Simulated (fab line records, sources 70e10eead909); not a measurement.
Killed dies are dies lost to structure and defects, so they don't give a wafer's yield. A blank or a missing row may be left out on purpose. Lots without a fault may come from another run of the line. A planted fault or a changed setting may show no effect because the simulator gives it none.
A struck lot beside a sound one | flow nand_harc | 15 steps out of a route of 1302
Sound: wafers L108.3, L108.5, L108.6. Struck: wafers L102.1, L102.2, L102.3. The cause comes at the end.
At each step with rows: each side's tool, then ch and its chambers, then its first start. Under that, the readings that differ: sound wafers | struck wafers | difference of the means | sigmas: that difference in standard deviations of wafers without a fault.
alike: readings whose means differ by less than 2 such deviations, and words and numbers that are the same on both sides. not compared: withheld readings, readings that some wafer has no value for, bounds like >300 that may hide the same value, and numbers for which the record gives no deviation and whose values overlap.
The two part at a step that has a row with sigmas, a row that says differs or no value, or rows on one side only. Numbers that don't overlap but have no deviation are shown without sigmas and don't part them. A reading that every wafer of one side lacks parts them only if that side has two wafers or more.

first, 6 steps without rows for these wafers: NHARC_A_DECK1_JOINT_CVD_34 (deposits SiNx, target thk 20 nm); NHARC_A_DECK1_JOINT_DEP_06 (deposits SiOx, target thk 80 nm); NHARC_A_DECK1_JOINT_CURE_26 (time 32 s); NHARC_A_DECK1_JOINT_ANNEAL_27 (time 3600 s); NHARC_A_DECK1_JOINT_ANNEAL_28 (time 1800 s); NHARC_A_DECK1_JOINT_ANNEAL_29 (time 1800 s).
NHARC_A_DECK1_JOINT_CMP_02: polishes SiOx.
  sound on cmp-03 ch 1,2, day 20 06:27; struck on cmp-03 ch 0,1,2, day 17 09:25
  alike: motor_current_A, slurry_filter_dp_kPa
then, 1 step without rows for these wafers: NHARC_A_DECK1_JOINT_SRD_15.
NHARC_A_DECK1_JOINT_DEP_16: deposits SiO2, target thk 45 nm.
  sound on pecvd-01 ch 0,1,2, day 20 06:54; struck on pecvd-03 ch 0,1,2, day 17 09:47
  alike: heater_power_w, throttle_valve_pct
  not compared: since_wet_clean_h
NHARC_A_DECK1_JOINT_THK_MEAS_17: measures by ellipsometry.
  sound on film_metro-02, day 20 07:08; struck on film_metro-01, day 17 10:04
  alike: thk_nm
NHARC_A_DECK1_JOINT_INSPECT_05:
  sound on defect_inspect-02, day 20 07:10; struck on defect_inspect-02, day 17 10:06
  alike: raw_defect_count
NHARC_A_ONON_D2_DEP_00: target thk 1000 nm.
  sound on pecvd_onon-01 ch 0, day 20 07:20; struck on pecvd_onon-04 ch 0, day 17 10:10
  alike: nh3_flow_sccm
NHARC_A_ONON_D2_THK_MEAS_02: measures by ellipsometry.
  sound on film_metro-02, day 20 07:44; struck on film_metro-01, day 17 10:41
  reading     | sound          | struck      | difference | sigmas
  thk_nm (nm) | 1029 1029 1030 | 669 666 667 | -362       | -30
then, 1 step without rows for these wafers: NHARC_A_ONON_D2_DEP_03 (target thk 1000 nm).
-- the record jumps here: 12 days lie between the struck wafers' starts before and after (it left off in module A_ONON_D2 and takes up again in module END, whose first step shown is number 1302 of the route) --
NHARC_END_SORT_01:
  sound on prober-01 ch 0, day 32 19:20; struck on prober-01 ch 0, day 29 01:20
  reading         | sound    | struck      | difference | sigmas
  killed_at_array | 70 68 75 | 673 672 674 | +602       | +26
  killed_dies     | 71 71 78 | 677 677 677 | +604       | +26
  alike: killed_at_other, killed_at_periphery, killed_open, killed_short

WHERE THEY PART
First at NHARC_A_ONON_D2_THK_MEAS_02; last, within this record, at NHARC_END_SORT_01.

WHY: what the simulator had put in
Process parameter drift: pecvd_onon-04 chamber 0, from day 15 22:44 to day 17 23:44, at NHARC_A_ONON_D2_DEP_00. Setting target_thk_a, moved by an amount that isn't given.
